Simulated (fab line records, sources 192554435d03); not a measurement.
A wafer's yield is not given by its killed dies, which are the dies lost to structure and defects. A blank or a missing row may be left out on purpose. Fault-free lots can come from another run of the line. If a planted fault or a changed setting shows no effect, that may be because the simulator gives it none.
fab line records -- flow n5_finfet
record lots=12, wafers=34, last_day=17
route steps=1938 shown BEOL_M15@1825 PASS1_DEP@1831 MIM_TOP@1836 MIM_TOP_LITHO@1843
lots that met no fault: taken from a fault-free run of the same line
start_h: start of the lot's first displayed wafer, in hours after the record's first day -- wait_h: hours since the lot's step before -- " same as the row above -- L1.1+2: one row covering several wafers at once -- - no value present, or no start provided -- * or withheld: withheld -- < > ~ a bound
route shown NAME@n: a module of which the file shows steps, and the number in the route of the first -- usual: mean and standard deviation over wafers with no fault -- same: alike in all rows -- chamber/n: place in a boat -- sites: each site's reading -- _std_site: their standard deviation -- _edge_site: outer sites' mean less inner sites' -- radius_mm: how far each site lies from the wafer's centre -- mask NAME#n: copy n -- behind: tool/chamber where the wafer was last shaped -- hold: why the lot was held/for how many hours/how that ended -- device: the transistor (n, p or np) that didn't switch -- end of line: the tests these same wafers got at the end of their route -- where a step has no rows: the recipe by itself -- killed: the dies lost at the first sort to structure and to defects; this is not the yield of the wafer -- map: dies across one wafer; x = killed, . = not, _ = none there
set.NAME: the setting the step ran with; set.NAME@STEP: the setting that earlier step ran with -- model.NAME: the simulator's own value behind a step, which no gauge read
a sample of lots followed through the steps of the route, with each step as a table and each wafer as a row
services: a tool's chamber out of use, with start hour (start_h, from the record's first day; less than 0 if before it), hours out, and reason
## steps
# step N5_BEOL_M15_THK_MEAS_50
# recipe thk_meas_gauge=xrf, reads=Cu_of_BEOL_M15_ECD_47
# usual M15_THK=851/16
lot.wafer,tool,chamber,start_h,wait_h,M15_THK[nm]
L115.3,film_metro-01,-,271.53,-,849
L115.4,film_metro-01,-,271.53,-,840
L115.6,film_metro-01,-,271.53,-,840
L114.1,film_metro-02,-,284.71,-,844
L114.4,film_metro-02,-,284.71,-,836
L114.5,film_metro-02,-,284.71,-,849
L118.1,film_metro-02,-,288.31,-,860
L118.2,film_metro-02,-,288.31,-,844
L118.6,film_metro-02,-,288.31,-,854
L116.2,film_metro-02,-,302.31,-,866
L116.3,film_metro-02,-,302.31,-,868
L116.5,film_metro-02,-,302.31,-,856
L119.1,film_metro-02,-,302.85,-,847
L119.2,film_metro-02,-,302.85,-,837
L119.5,film_metro-02,-,302.85,-,853
L121.2,film_metro-01,-,304.60,-,821
L121.5,film_metro-01,-,304.60,-,835
L121.6,film_metro-01,-,304.60,-,857
L117.2,film_metro-02,-,306.19,-,843
L117.3,film_metro-02,-,306.19,-,848
L117.5,film_metro-02,-,306.19,-,845
L120.2,film_metro-02,-,307.47,-,848
L120.3,film_metro-02,-,307.47,-,869
L120.5,film_metro-02,-,307.47,-,842
L123.4,film_metro-02,-,321.09,-,839
L123.5,film_metro-02,-,321.09,-,848
L125.4,film_metro-02,-,322.16,-,842
L125.6,film_metro-02,-,322.16,-,849
L128.1,film_metro-02,-,359.95,-,870
L128.3,film_metro-02,-,359.95,-,858
L128.4,film_metro-02,-,359.95,-,851
L131.2,film_metro-02,-,381.68,-,857
L131.4,film_metro-02,-,381.68,-,854
L131.5,film_metro-02,-,381.68,-,820
# step N5_PASSIVATION_PECVD_00
# recipe material=SiO2, target_thk_a=2000, temp_c=400, precursor=SiH4/N2O, pressure_torr=2.7, rf_w=608, time_s=11.2
# usual heater_power_w=601/91, showerhead_plenum_p_Torr=8.18/0.11, throttle_valve_pct=51/4
lot.wafer,tool,chamber,start_h,wait_h,heater_power_w,showerhead_plenum_p_Torr,throttle_valve_pct
L115.3,pecvd-04,0,272.69,0.5,568,8.13,55
L115.4,pecvd-04,0,272.69,0.5,573,8.14,54
L115.6,pecvd-04,1,272.69,0.5,715,8.17,59
L114.1,pecvd-03,1,285.85,0.8,741,8.34,54
L114.4,pecvd-03,0,285.85,0.8,791,8.20,50
L114.5,pecvd-03,1,285.85,0.8,757,8.37,53
L118.1,pecvd-01,2,289.46,0.8,490,8.33,46
L118.2,pecvd-01,1,289.46,0.8,596,8.03,49
L118.6,pecvd-01,1,289.46,0.8,593,8.03,49
L116.2,pecvd-01,2,303.45,0.7,538,8.35,46
L116.3,pecvd-01,0,303.45,0.7,539,8.18,50
L116.5,pecvd-01,2,303.45,0.7,544,8.34,46
L119.1,pecvd-03,1,304.02,0.8,727,8.33,54
L119.2,pecvd-03,2,304.02,0.8,507,8.06,47
L119.5,pecvd-03,2,304.02,0.8,538,8.05,47
L121.2,pecvd-03,1,305.77,0.7,798,8.33,54
L121.5,pecvd-03,1,305.77,0.7,644,8.34,54
L121.6,pecvd-03,0,305.77,0.7,671,8.17,50
L117.2,pecvd-03,1,307.34,0.7,738,8.35,53
L117.3,pecvd-03,2,307.34,0.7,514,8.06,47
L117.5,pecvd-03,0,307.34,0.7,757,8.18,50
L120.2,pecvd-01,1,308.64,0.7,586,8.05,49
L120.3,pecvd-01,2,308.64,0.7,461,8.35,46
L120.5,pecvd-01,1,308.64,0.7,587,8.05,49
L123.4,pecvd-04,0,322.56,0.4,656,8.16,54
L123.5,pecvd-04,1,322.56,0.4,730,8.18,59
L125.4,pecvd-04,1,323.32,0.4,656,8.19,59
L125.6,pecvd-04,0,323.32,0.4,615,8.14,54
L128.1,pecvd-04,2,361.09,0.8,577,8.11,48
L128.3,pecvd-04,0,361.09,0.8,606,8.14,54
L128.4,pecvd-04,0,361.09,0.8,641,8.13,54
L131.2,pecvd-01,1,382.83,0.7,528,8.04,49
L131.4,pecvd-01,2,382.83,0.7,482,8.35,46
L131.5,pecvd-01,0,382.83,0.7,654,8.21,51
# step N5_MIM_TOP_ALD_02
# recipe material=Al2O3, target_thk_a=*, temp_c=withheld, ald_precursor_family=TMA, ald_co_reactant=O3, pulse_time_s=withheld, purge_time_s=3, co_reactant_purge_time_s=withheld, co_reactant_pulse_time_s=3, ald_cycles=withheld
# usual precursor_pulse_height_rel=1.000/0.02
lot.wafer,tool,chamber,start_h,wait_h,precursor_pulse_height_rel
L115.3,ald_hk-03,3,-,-,1.027
L115.4,ald_hk-03,2,-,-,1.007
L115.6,ald_hk-03,1,-,-,1.024
L114.1,ald_hk-02,0,-,-,1.005
L114.4,ald_hk-02,1,-,-,0.981
L114.5,ald_hk-02,3,-,-,0.979
L118.1,ald_hk-01,1,-,-,0.991
L118.2,ald_hk-01,0,-,-,0.992
L118.6,ald_hk-01,0,-,-,1.006
L116.2,ald_hk-02,3,-,-,0.986
L116.3,ald_hk-02,1,-,-,1.017
L116.5,ald_hk-02,2,-,-,0.984
L119.1,ald_hk-01,1,-,-,1.013
L119.2,ald_hk-01,2,-,-,0.984
L119.5,ald_hk-01,1,-,-,1.000
L121.2,ald_hk-03,0,-,-,1.030
L121.5,ald_hk-03,3,-,-,1.011
L121.6,ald_hk-03,2,-,-,0.980
L117.2,ald_hk-02,1,-,-,1.005
L117.3,ald_hk-02,0,-,-,1.014
L117.5,ald_hk-02,0,-,-,0.952
L120.2,ald_hk-01,3,-,-,1.051
L120.3,ald_hk-01,0,-,-,0.989
L120.5,ald_hk-01,3,-,-,1.014
L123.4,ald_hk-02,2,-,-,0.970
L123.5,ald_hk-02,2,-,-,0.967
L125.4,ald_hk-01,3,-,-,1.019
L125.6,ald_hk-01,0,-,-,0.976
L128.1,ald_hk-01,1,-,-,1.000
L128.3,ald_hk-01,2,-,-,1.008
L128.4,ald_hk-01,0,-,-,0.987
L131.2,ald_hk-02,0,-,-,1.030
L131.4,ald_hk-02,3,-,-,1.024
L131.5,ald_hk-02,0,-,-,0.973
# step N5_MIM_TOP_LITHO_EXPOSE_05
# recipe mask_id=MIM_TOP, na=0.55, source_shape=conventional, sigma_outer=0.8, polarization=unpolarized, target_cd_nm=2000, dose_mj=20.5
lot.wafer,tool,chamber,start_h,wait_h,mask
L115.3+4+6,krf_scanner-02,0,276.56,-,MIM_TOP#0
L114.1+4+5,krf_scanner-01,0,288.69,-,MIM_TOP#0
L118.1+2+6,krf_scanner-01,0,293.37,-,MIM_TOP#0
L116.2+3+5,krf_scanner-01,0,306.58,-,MIM_TOP#0
L119.1+2+5,krf_scanner-01,0,306.64,-,MIM_TOP#0
L121.2+5+6,krf_scanner-01,0,308.81,-,MIM_TOP#0
L117.2+3+5,krf_scanner-01,0,309.84,-,MIM_TOP#0
L120.2+3+5,krf_scanner-01,0,311.14,-,MIM_TOP#0
L123.4+5,krf_scanner-01,0,324.23,-,MIM_TOP#0
L125.4+6,krf_scanner-02,0,326.51,-,MIM_TOP#0
L128.1+3+4,krf_scanner-02,0,363.53,-,MIM_TOP#0
L131.2+4+5,krf_scanner-01,0,385.87,-,MIM_TOP#0
# step N5_MIM_TOP_LITHO_OVL_MEAS_11
# recipe points_per_wafer=44
# usual MIM_TOP_OVL=0/5.4
lot.wafer,tool,chamber,start_h,wait_h,MIM_TOP_OVL[nm]
L115.3,overlay-02,0,276.76,0.0,-14
L115.4,overlay-02,0,276.76,0.0,-12
L115.6,overlay-02,0,276.76,0.0,-10
L114.1,overlay-02,0,288.89,0.0,3
L114.4,overlay-02,0,288.89,0.0,0
L114.5,overlay-02,0,288.89,0.0,3
L118.1,overlay-01,0,293.58,0.0,3
L118.2,overlay-01,0,293.58,0.0,2
L118.6,overlay-01,0,293.58,0.0,-1
L116.2,overlay-01,0,306.78,0.0,-2
L116.3,overlay-01,0,306.78,0.0,4
L116.5,overlay-01,0,306.78,0.0,-4
L119.1,overlay-01,0,306.84,0.0,0
L119.2,overlay-01,0,306.84,0.0,1
L119.5,overlay-01,0,306.84,0.0,5
L121.2,overlay-01,0,309.01,0.0,-2
L121.5,overlay-01,0,309.01,0.0,-7
L121.6,overlay-01,0,309.01,0.0,-11
L117.2,overlay-02,0,310.05,0.0,7
L117.3,overlay-02,0,310.05,0.0,0
L117.5,overlay-02,0,310.05,0.0,-6
L120.2,overlay-01,0,311.34,0.0,0
L120.3,overlay-01,0,311.34,0.0,4
L120.5,overlay-01,0,311.34,0.0,5
L123.4,overlay-01,0,324.42,0.0,-7
L123.5,overlay-01,0,324.42,0.0,-1
L125.4,overlay-01,0,326.70,0.0,-5
L125.6,overlay-01,0,326.70,0.0,-1
L128.1,overlay-01,0,363.75,0.0,225
L128.3,overlay-01,0,363.75,0.0,211
L128.4,overlay-01,0,363.75,0.0,210
L131.2,overlay-02,0,386.07,0.0,0
L131.4,overlay-02,0,386.07,0.0,2
L131.5,overlay-02,0,386.07,0.0,-3
## services
tool,chamber,start_h,hours,kind
pecvd-01,2,250.46,9.1,repair
pecvd-03,0,255.81,2.1,scheduled_down
krf_scanner-01,-,266.05,11.6,pm
krf_scanner-01,-,283.87,1.3,pm
krf_scanner-02,-,289.26,4.4,pm
krf_scanner-02,-,296.58,21.0,pm
krf_scanner-02,-,317.58,1.3,pm
krf_scanner-02,-,321.60,1.0,pm
pecvd-01,2,326.80,-,calibration
krf_scanner-02,-,327.34,0.8,pm
pecvd-04,-,331.13,1.0,repair
krf_scanner-01,0,356.74,-,calibration
pecvd-04,1,361.54,2.1,scheduled_down
krf_scanner-01,-,361.68,0.5,repair
krf_scanner-02,0,377.42,-,calibration
## key
first_sign step=N5_MIM_TOP_LITHO_OVL_MEAS_11, reading=MIM_TOP_OVL, direction=up, sigmas=40, usual=0, struck=216
effect none on later readings
met_at N5_MIM_TOP_LITHO_EXPOSE_05
struck_lots L128
not_acting_at N5_BEOL_M15_THK_MEAS_50,N5_PASSIVATION_PECVD_00,N5_MIM_TOP_ALD_02
onset_between 326.51 363.53
earlier_fault kind=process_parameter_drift, tool=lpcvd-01, chamber=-, onset_h=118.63, steps=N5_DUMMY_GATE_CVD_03, channel=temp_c, offset=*, shape=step, acts_in=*, stated=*
fault kind=scanner_matching_overlay, tool=krf_scanner-02, chamber=-, onset_h=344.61, steps=N5_MIM_TOP_LITHO_EXPOSE_05, offset=214.43
